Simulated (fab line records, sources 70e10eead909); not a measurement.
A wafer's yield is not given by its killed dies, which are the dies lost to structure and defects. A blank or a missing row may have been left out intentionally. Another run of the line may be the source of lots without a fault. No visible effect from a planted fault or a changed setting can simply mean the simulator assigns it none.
The tool behind it: which one? | flow nandHarc | Sampling: 11 lots, 32 wafers, 5 of 1159 route steps

== WHAT THE GAUGES READ, wafer by wafer ==
NHARC_P_M2_INSPECT_27. Usual: rawDefectCount 318, standard deviation 110.
lot  | measured     | on               | rawDefectCount | flag
L924 | day 6 02:16  | defectInspect-02 | 343 285 400    | 
L931 | day 7 22:46  | defectInspect-01 | 431 297        | 
L935 | day 9 08:51  | defectInspect-02 | 315 258 251    | 
L938 | day 9 14:31  | defectInspect-01 | 430 268 366    | 
L936 | day 9 15:59  | defectInspect-02 | 235 194 194    | 
L940 | day 10 07:20 | defectInspect-02 | 238 165 277    | 
L943 | day 10 15:27 | defectInspect-02 | 194 198 258    | 
L945 | day 11 15:26 | defectInspect-02 | 291 308 565    | 
L944 | day 11 16:31 | defectInspect-01 | 266 267 330    | 
L947 | day 11 18:35 | defectInspect-01 | 391 522 726    | 
L946 | day 11 19:11 | defectInspect-01 | 346 456 322    | 

NHARC_A_SOURCE_PLATE_THK_MEAS_06: measures by ellipsometry. Usual: thkNm 200.3 nm, standard deviation 2.6.
lot  | measured     | on           | thkNm (nm)        | flag
L924 | day 7 08:29  | filmMetro-02 | 203.9 202.0 204.7 | 
L931 | day 9 00:58  | filmMetro-01 | 202.3 200.7       | 
L935 | day 10 13:49 | filmMetro-02 | 199.3 196.7 198.9 | 
L938 | day 10 17:23 | filmMetro-02 | 202.3 203.5 199.8 | 
L936 | day 10 17:22 | filmMetro-02 | 197.8 197.3 198.3 | 
L940 | day 11 10:49 | filmMetro-01 | 203.2 204.5 200.8 | 
L943 | day 11 16:31 | filmMetro-02 | 202.0 202.0 199.9 | 
L945 | day 12 20:08 | filmMetro-01 | 201.1 203.9 202.4 | 
L944 | day 12 20:08 | filmMetro-02 | 197.1 196.5 197.6 | 
L947 | day 12 20:08 | filmMetro-01 | 200.7 199.1 201.7 | 
L946 | day 12 20:08 | filmMetro-02 | 200.0 203.7 200.6 | 

NHARC_A_ONON_D1_THK_MEAS_14: measures by ellipsometry. Usual: thkNm 1000 nm, standard deviation 9.3.
lot  | measured     | on           | thkNm (nm)     | flag
L924 | day 7 11:48  | filmMetro-02 | 991 992 992    | 
L931 | day 9 03:55  | filmMetro-01 | 993 1088       | OFF
L935 | day 10 16:44 | filmMetro-01 | 987 985 989    | 
L938 | day 10 20:20 | filmMetro-02 | 985 988 988    | 
L936 | day 10 20:18 | filmMetro-02 | 1008 1004 1007 | 
L940 | day 11 13:43 | filmMetro-01 | 1006 1009 1006 | 
L943 | day 11 19:24 | filmMetro-02 | 995 995 995    | 
L945 | day 12 23:02 | filmMetro-01 | 1012 1011 1012 | 
L944 | day 12 23:23 | filmMetro-02 | 1006 1007 1007 | 
L947 | day 12 23:05 | filmMetro-02 | 999 999 1001   | 
L946 | day 12 23:10 | filmMetro-01 | 1014 1013 1014 | 

== EACH LOT AND THE TOOL THAT RAN IT (in order: tool; ch and the chambers of the sampled wafers; start) ==
lot  | NHARC_P_BONDPAD_CMP_32        | NHARC_A_ONON_D1_DEP_12
L924 | cmp-01 ch 0,2,3, day 6 03:16  | pecvdOnon-04 ch 0, day 7 11:17
L931 | cmp-04 ch 2,3, day 7 23:44    | pecvdOnon-03 ch 0, day 9 03:31
L935 | cmp-03 ch 0,2,3, day 9 09:56  | pecvdOnon-02 ch 0, day 10 16:14
L938 | cmp-01 ch 0,3, day 9 15:32    | pecvdOnon-04 ch 0, day 10 19:48
L936 | cmp-03 ch 0,1,2, day 9 17:07  | pecvdOnon-02 ch 0, day 10 19:55
L940 | cmp-04 ch 0,1,3, day 10 08:21 | pecvdOnon-02 ch 0, day 11 13:12
L943 | cmp-04 ch 1,2,3, day 10 16:26 | pecvdOnon-02 ch 0, day 11 19:01
L945 | cmp-04 ch 1,2,3, day 11 16:25 | pecvdOnon-04 ch 0, day 12 22:35
L944 | cmp-04 ch 2,3, day 11 17:31   | pecvdOnon-04 ch 0, day 12 22:53
L947 | cmp-01 ch 1,2, day 11 19:37   | pecvdOnon-03 ch 0, day 12 22:38
L946 | cmp-01 ch 0,1,3, day 11 20:10 | pecvdOnon-02 ch 0, day 12 22:40
- NHARC_P_BONDPAD_CMP_32: polishes SiCN, target thk 200 nm.
- NHARC_A_ONON_D1_DEP_12: target thk 1000 nm.

== WHAT THE TOOLS THEMSELVES READ (means of the sampled wafers that have a number; where no wafer has one, the mark that the record gives instead) ==
NHARC_P_BONDPAD_CMP_32. Usual: motorCurrentA 12.5 A, standard deviation 1.3.
lot  | tool   | motorCurrentA (A) | flag
L924 | cmp-01 | 12.2              | 
L931 | cmp-04 | 12.9              | 
L935 | cmp-03 | 12.0              | 
L938 | cmp-01 | 12.5              | 
L936 | cmp-03 | 11.4              | 
L940 | cmp-04 | 13.1              | 
L943 | cmp-04 | 12.8              | 
L945 | cmp-04 | 13.3              | 
L944 | cmp-04 | 13.1              | 
L947 | cmp-01 | 13.1              | 
L946 | cmp-01 | 11.7              | 

NHARC_A_ONON_D1_DEP_12. Usual: susceptorTempC 400.00 C, standard deviation 0.22.
lot  | tool         | susceptorTempC (C) | flag
L924 | pecvdOnon-04 | 399.75             | 
L931 | pecvdOnon-03 | 399.94             | 
L935 | pecvdOnon-02 | 400.32             | 
L938 | pecvdOnon-04 | 400.03             | 
L936 | pecvdOnon-02 | 399.73             | 
L940 | pecvdOnon-02 | 399.71             | 
L943 | pecvdOnon-02 | 399.84             | 
L945 | pecvdOnon-04 | 400.08             | 
L944 | pecvdOnon-04 | 400.04             | 
L947 | pecvdOnon-03 | 399.74             | 
L946 | pecvdOnon-02 | 400.09             | 

== THE ANSWER, worked out from the rows above alone ==
Rule: lot off if the mean of its wafers having a number is beyond 3 standard deviations from the usual mean. A lot without any number at a reading at which 4 lots or more have one is off too. All remaining lots with rows at the step are treated as sound. The gauges are gone through in route order, then the tools' own readings, and for those a lot's mean is taken as printed above. The first step at which some lot is off is used, and at that step the reading that is off furthest; a lot without a number counts as furthest.
Off: L931 (NHARC_A_ONON_D1_THK_MEAS_14, thkNm).
If a tool, at a process step before that reading, ran all the lots that are off and no sound lot after the first of them, it fits. The gauges at NHARC_A_ONON_D1_THK_MEAS_14 are tried like those tools. None of those tried fits.

== WHAT THE SIMULATOR HAD PUT IN ==
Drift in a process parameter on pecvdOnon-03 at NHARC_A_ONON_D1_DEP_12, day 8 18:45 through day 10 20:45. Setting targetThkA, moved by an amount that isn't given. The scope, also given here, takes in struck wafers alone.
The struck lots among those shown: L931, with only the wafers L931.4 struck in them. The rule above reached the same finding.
